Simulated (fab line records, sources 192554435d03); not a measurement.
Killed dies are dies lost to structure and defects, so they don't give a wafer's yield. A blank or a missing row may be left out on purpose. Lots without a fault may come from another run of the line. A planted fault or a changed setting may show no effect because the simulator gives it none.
Chamber matching | flow n5_finfet | N5_HKMG_FIN_ALD_79 on ald_metal-04: 4 sister chambers
The step deposits TiN, target thk 1.5 nm, pulse time 1 s, purge time 3 s. 8 wafers are shown with their chamber, then 7 later ones without.

WAFERS WITH THEIR CHAMBER
wafer  | chamber | heater_power_outer_w (W) | heater_power_w (W)
L078.6 | 0       | 584                      | 1027
L081.1 | 2       | 462                      | 816
L081.6 | 1       | 569                      | 895
L083.1 | 1       | 562                      | 886
L083.2 | 3       | 507                      | 834
L083.6 | 2       | 463                      | 804
L085.1 | 3       | 517                      | 802
L085.2 | 0       | 591                      | 981

WAFERS WITHOUT THEIR CHAMBER
wafer  | heater_power_outer_w (W) | heater_power_w (W)
L085.3 | 475                      | 821
L087.3 | 576                      | 891
L087.4 | 469                      | 809
L087.5 | 584                      | 987
L094.1 | 528                      | 800
L094.2 | 480                      | 809
L094.4 | 559                      | 901

WHICH CHAMBER EACH WENT THROUGH
wafer  | from the rows above | in truth
L085.3 | 2                   | 2
L087.3 | 1                   | 1
L087.4 | 2                   | 2
L087.5 | 0                   | 0
L094.1 | 3                   | 3
L094.2 | 2                   | 2
L094.4 | 1                   | 1
Placed correctly: 7 of 7. Can't be placed from these rows: 0. Placed wrongly: 0.
How it was worked out, from the rows above alone: a wafer's distance from a chamber is the root of the sum, over the readings, of the square of ((its reading less the chamber's mean) divided by the reading's scatter). The wafer belongs to the nearest chamber; if the next one is less than 2 further off, it can't be placed. A chamber's mean is the mean of its shown wafers. The scatter: the root of (the sum of the squares of (reading less its chamber's mean) over the shown wafers, divided by (wafers less chambers)).
